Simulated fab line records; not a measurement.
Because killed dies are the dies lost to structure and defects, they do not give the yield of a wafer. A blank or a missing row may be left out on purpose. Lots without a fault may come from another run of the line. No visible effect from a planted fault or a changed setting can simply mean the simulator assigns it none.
A lot that was struck, set against a sound lot / flow n5Finfet / 14 steps out of a route of 1938
Sound: the wafers L919.2, L919.4, L919.6. Wafers struck: L922.1, L922.2, L922.4. The cause comes at the end.
For every step that has rows: the tool of each side, followed by ch and its chambers, followed by its first start. Under that, the readings that differ: sound wafers / struck wafers / difference of the means / sigmas: that difference in standard deviations of wafers without a fault.
alike: readings whose means differ by less than 2 such deviations, and words and numbers that are the same on both sides. not compared: withheld readings, readings that some wafer has no value for, bounds like >300 that may hide the same value, and numbers for which the record gives no deviation and whose values overlap.
The two part at a step that has a row with sigmas, a row that says differs or no value, or rows on one side only. When numbers do not overlap yet have no deviation, they are printed without sigmas and do not part them. Lack of a reading on every wafer of one side parts them only where that side has two or more wafers.

N5_BEOL_M12_STRIP_63: strips in N2/H2.
  sound on plasmaAsher-01 ch 0, day 11 15:15; struck on plasmaAsher-01 ch 0,1, day 12 16:06
  alike: drypumpMotorCurrentA, heaterPowerW, oesProductAu, stripTimeToEndpointS
  not compared: rfHoursCounterH
N5_BEOL_M12_STRIP_64: strips in N2/H2.
  sound on plasmaAsher-01 ch 0, day 11 15:19; struck on plasmaAsher-01 ch 0,1, day 12 16:10
reading=oesProductAu (a.u.); sound=0.707 0.712 0.709; struck=0.717 0.717 0.727; difference=+0.011; sigmas=+3
  alike: drypumpMotorCurrentA, heaterPowerW, stripTimeToEndpointS
  not compared: rfHoursCounterH
then, 2 steps without rows for these wafers: N5_BEOL_M12_STRIP_71 (strips in post etch residue remover, time 60 s); N5_BEOL_M12_SRD_72 (time 30 s, dry time 30 s).
N5_BEOL_M12_CD_MEAS_17: the cd target is 140 nm.
  struck on cdSem-01, day 12 16:19; sound on cdSem-02, day 11 15:28
  alike: cdNm
then, 7 steps without rows for these wafers: N5_BEOL_M12_COAT_65 (time 60 s, resist thk 300 nm); N5_BEOL_M12_COAT_66 (time 60 s, resist thk 110 nm); N5_BEOL_M12_COAT_22 (resist thk 300 nm); N5_BEOL_M12_EBR_24; N5_BEOL_M12_SOFTBAKE_23 (time 60 s); N5_BEOL_M12_EXPOSE_25 (exposes mask M12); N5_BEOL_M12_PEB_26 (peb time 90 s).
N5_BEOL_M12_DEVELOP_27: develop time 45 s.
  struck on lithoTrack-05, day 12 16:31; sound on lithoTrack-05 ch 0, day 11 15:48
  no value came back on the struck wafers for chillPlateTempC (C), developTimeS (s), developerTempC (C), resistLineTempC (C); on the sound wafers chillPlateTempC (C) reads 23.16 22.96 23.01
reading=model.coat_of_BEOL_M12_COAT_22.thkNm (nm); sound=286.8 286.8 286.8; struck=300.4 300.4 300.2; difference=+13.5; sigmas=
then, 1 step without rows for these wafers: N5_BEOL_M12_HARDBAKE_32 (time 120 s).

== WHERE THEY PART ==
Earliest at N5_BEOL_M12_STRIP_64; latest, in this record, at N5_BEOL_M12_DEVELOP_27.

WHY: what the simulator had put in
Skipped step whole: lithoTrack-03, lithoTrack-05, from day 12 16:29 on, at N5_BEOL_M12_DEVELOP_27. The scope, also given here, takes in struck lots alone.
